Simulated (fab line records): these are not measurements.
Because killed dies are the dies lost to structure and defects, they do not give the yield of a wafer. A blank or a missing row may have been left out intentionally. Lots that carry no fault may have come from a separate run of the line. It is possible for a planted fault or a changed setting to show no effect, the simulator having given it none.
Which tool was responsible? / flow nand harc / 12 lots with 36 wafers sampled at 4 steps, on a route of 1302 steps

== WHAT THE GAUGES READ, wafer by wafer ==
NHARC_A_ONON_D1_THK_MEAS_14: measures by ellipsometry.
lot=L075; measured=day 8 00:23; on=film metro-02; thk nm (nm)=1002 1004 1004
lot=L077; measured=day 9 09:05; on=film metro-02; thk nm (nm)=1008 1009 1008
lot=L079; measured=day 9 22:44; on=film metro-02; thk nm (nm)=996 993 995
lot=L081; measured=day 10 18:41; on=film metro-01; thk nm (nm)=997 998 997
lot=L083; measured=day 11 15:40; on=film metro-01; thk nm (nm)=978 979 980
lot=L085; measured=day 12 06:11; on=film metro-01; thk nm (nm)=999 998 999
lot=L087; measured=day 13 08:19; on=film metro-01; thk nm (nm)=997 997 997
lot=L089; measured=day 14 01:49; on=film metro-02; thk nm (nm)=1004 1005 1005
lot=L090; measured=day 14 22:10; on=film metro-02; thk nm (nm)=989 989 989
lot=L092; measured=day 15 13:57; on=film metro-02; thk nm (nm)=1005 1006 1005
lot=L095; measured=day 16 18:37; on=film metro-01; thk nm (nm)=1004 1003 1005
lot=L097; measured=day 17 16:04; on=film metro-02; thk nm (nm)=993 995 993

== EACH LOT AND THE TOOL THAT RAN IT (in order: tool; ch and the chambers of the sampled wafers; start) ==
lot=L075; NHARC_P_BONDPAD_ETCH_12=rie diel-06 ch 0,1,2, day 6 22:31 or earlier; NHARC_P_BONDPAD_ANNEAL_28=rtp anneal-02 ch 0, day 6 22:31; NHARC_P_BONDPAD_CMP_19=cmp-03 ch 0,1,3, day 6 22:51
lot=L077; NHARC_P_BONDPAD_ETCH_12=rie diel-02 ch 0,1, day 8 04:03 or earlier; NHARC_P_BONDPAD_ANNEAL_28=rtp anneal-02 ch 0, day 8 04:03; NHARC_P_BONDPAD_CMP_19=cmp-02 ch 0,3, day 8 04:25
lot=L079; NHARC_P_BONDPAD_ETCH_12=rie diel-06 ch 0,1,3, day 8 19:34 or earlier; NHARC_P_BONDPAD_ANNEAL_28=rtp anneal-01 ch 0, day 8 19:34; NHARC_P_BONDPAD_CMP_19=cmp-02 ch 1,2, day 8 19:52
lot=L081; NHARC_P_BONDPAD_ETCH_12=rie diel-06 ch 0,1,3, day 9 15:49 or earlier; NHARC_P_BONDPAD_ANNEAL_28=rtp anneal-02 ch 0, day 9 15:49; NHARC_P_BONDPAD_CMP_19=cmp-03 ch 0,2,3, day 9 16:05
lot=L083; NHARC_P_BONDPAD_ETCH_12=rie diel-06 ch 0,1,2, day 10 12:44 or earlier; NHARC_P_BONDPAD_ANNEAL_28=rtp anneal-02 ch 0, day 10 12:44; NHARC_P_BONDPAD_CMP_19=cmp-01 ch 0,2, day 10 13:03
lot=L085; NHARC_P_BONDPAD_ETCH_12=rie diel-06 ch 1,2,3, day 11 03:34 or earlier; NHARC_P_BONDPAD_ANNEAL_28=rtp anneal-01 ch 0, day 11 03:34; NHARC_P_BONDPAD_CMP_19=cmp-03 ch 0,1,2, day 11 03:51
lot=L087; NHARC_P_BONDPAD_ETCH_12=rie diel-06 ch 2,3, day 12 06:17 or earlier; NHARC_P_BONDPAD_ANNEAL_28=rtp anneal-01 ch 0, day 12 06:17; NHARC_P_BONDPAD_CMP_19=cmp-01 ch 0,1,3, day 12 06:38
lot=L089; NHARC_P_BONDPAD_ETCH_12=rie diel-06 ch 0,2,3, day 12 21:55 or earlier; NHARC_P_BONDPAD_ANNEAL_28=rtp anneal-01 ch 0, day 12 21:55; NHARC_P_BONDPAD_CMP_19=cmp-02 ch 1,2,3, day 12 22:13
lot=L090; NHARC_P_BONDPAD_ETCH_12=rie diel-04 ch 0,3, day 13 19:40 or earlier; NHARC_P_BONDPAD_ANNEAL_28=rtp anneal-01 ch 0, day 13 19:40; NHARC_P_BONDPAD_CMP_19=cmp-02 ch 0,1,2, day 13 20:25
lot=L092; NHARC_P_BONDPAD_ETCH_12=rie diel-04 ch 0,1,3, day 14 11:40 or earlier; NHARC_P_BONDPAD_ANNEAL_28=rtp anneal-01 ch 0, day 14 11:40; NHARC_P_BONDPAD_CMP_19=cmp-03 ch 0,2,3, day 14 11:57
lot=L095; NHARC_P_BONDPAD_ETCH_12=rie diel-02 ch 0,1,3, day 15 16:32 or earlier; NHARC_P_BONDPAD_ANNEAL_28=rtp anneal-02 ch 0, day 15 16:32; NHARC_P_BONDPAD_CMP_19=cmp-03 ch 2,3, day 15 16:47
lot=L097; NHARC_P_BONDPAD_ETCH_12=rie diel-04 ch 0,2,3, day 16 13:06 or earlier; NHARC_P_BONDPAD_ANNEAL_28=rtp anneal-02 ch 0, day 16 13:06; NHARC_P_BONDPAD_CMP_19=cmp-03 ch 0,1,2, day 16 13:26
- NHARC_P_BONDPAD_ETCH_12: etches the open film in CHF3/O2, target depth 200 nm, time 100 s.
- NHARC_P_BONDPAD_ANNEAL_28: time 90 s.
- NHARC_P_BONDPAD_CMP_19: polishes, t overpolish 30 s, cu recess touch 16 s, target thk 160.81 nm.

== THE ANSWER, worked out from the rows above alone ==
Rule: what is usual is taken from the lots themselves. The widest of any qualifying gaps counts: lots, ordered by their means at a reading, are off when they make up no more than a third of the lots, leave a main group of 4 or more, and stand apart from it by 3 or more times the standard deviation of that group's means. Not used: any main group whose means are identical at the precision the tables above print for the reading. A lot without any number at a reading at which 4 lots or more have one is off too. Where the step has rows for the other lots, those lots are counted as sound.
No lot is off at any reading shown: from this, nothing can be told.

== WHAT THE SIMULATOR PUT IN ==
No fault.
